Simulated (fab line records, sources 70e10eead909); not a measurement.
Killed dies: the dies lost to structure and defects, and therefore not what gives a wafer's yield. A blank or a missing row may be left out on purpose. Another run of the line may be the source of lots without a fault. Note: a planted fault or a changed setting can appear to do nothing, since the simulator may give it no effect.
Which tool did it? :: flow nand-harc :: 16 wafers sampled from 6 lots at 1 step of a route of 1159

== WHAT THE GAUGES READ, wafer by wafer ==
NHARC_A_SGD_CUT_INSPECT_25.
lot: L310
measured: day 14 14:40
on: defect-inspect-01
raw-defect-count: 363 342 486

lot: L315
measured: day 16 09:13
on: defect-inspect-02
raw-defect-count: 327 512 724

lot: L325
measured: day 17 10:04
on: defect-inspect-01
raw-defect-count: 283 312 229

lot: L320
measured: day 17 11:10
on: defect-inspect-02
raw-defect-count: 446

lot: L326
measured: day 18 13:21
on: defect-inspect-01
raw-defect-count: 281 165 146

lot: L328
measured: day 19 10:41
on: defect-inspect-02
raw-defect-count: 265 340 409

== EACH LOT AND THE TOOL THAT RAN IT (in order: tool; ch and the chambers of the sampled wafers; start) ==
The record shows no process step preceding these readings.

== THE ANSWER, worked out from the rows above alone ==
Rule: the lots themselves supply what counts as usual. The widest of any qualifying gaps counts: lots, ordered by their means at a reading, are off when they make up no more than a third of the lots, leave a main group of 4 or more, and stand apart from it by 3 or more times the standard deviation of that group's means. If all means in a main group match to the digits the tables above print for the reading, that group is not used. Also off: a lot with no number at a reading for which 4 or more lots have one. The other lots that the step has rows for count as sound.
No lot is off on any of the readings shown, so nothing can be concluded from this.

== WHAT HAD BEEN PUT IN BY THE SIMULATOR ==
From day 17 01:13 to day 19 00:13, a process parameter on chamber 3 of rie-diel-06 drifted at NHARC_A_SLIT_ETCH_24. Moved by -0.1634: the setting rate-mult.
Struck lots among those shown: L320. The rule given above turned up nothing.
